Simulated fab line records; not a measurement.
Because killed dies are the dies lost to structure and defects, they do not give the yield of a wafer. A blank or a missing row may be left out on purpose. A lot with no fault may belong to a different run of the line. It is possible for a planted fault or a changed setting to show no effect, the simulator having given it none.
Chamber matching :: flow n5Finfet :: N5_BEOL_M3_PRE_CLEAN_60 on cvdCo-01: 3 sister chambers
The step time 15 s. 6 wafers are shown with their chamber, then 6 later ones without.

== WAFERS WITH THEIR CHAMBER ==
wafer: L969.3
chamber: 2
heaterPowerW (W): 57

wafer: L969.4
chamber: 0
heaterPowerW (W): 94

wafer: L977.3
chamber: 2
heaterPowerW (W): 57

wafer: L977.5
chamber: 0
heaterPowerW (W): 93

wafer: L978.2
chamber: 1
heaterPowerW (W): 57

wafer: L978.5
chamber: 1
heaterPowerW (W): 56

== WAFERS MISSING THEIR CHAMBER ==
wafer: L978.6
heaterPowerW (W): 57

wafer: L983.4
heaterPowerW (W): 57

wafer: L983.6
heaterPowerW (W): 57

wafer: L985.1
heaterPowerW (W): 97

wafer: L985.3
heaterPowerW (W): 55

wafer: L985.4
heaterPowerW (W): 56

== WHICH CHAMBER EACH ONE RAN IN ==
wafer: L978.6
from the rows above: can't be placed: 2 or 1
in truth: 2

wafer: L983.4
from the rows above: can't be placed: 2 or 1
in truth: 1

wafer: L983.6
from the rows above: can't be placed: 2 or 1
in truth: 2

wafer: L985.1
from the rows above: 0
in truth: 0

wafer: L985.3
from the rows above: can't be placed: 1 or 2
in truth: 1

wafer: L985.4
from the rows above: can't be placed: 1 or 2
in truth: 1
1 of 6 placed correctly. Can't be placed from these rows: 5 (the true chamber is among the candidates in 5). Number placed wrongly: 0.
How it was worked out, from the rows above alone: a wafer's distance from a chamber is the root of the sum, over the readings, of the square of ((its reading less the chamber's mean) divided by the reading's scatter). The wafer belongs to the nearest chamber; if the next one is less than 2 further off, it can't be placed. Each chamber's mean is taken over the wafers shown for it. The scatter is the square root of a quotient: the sum, over the shown wafers, of each reading's squared deviation from its chamber's mean, divided by wafers minus chambers.
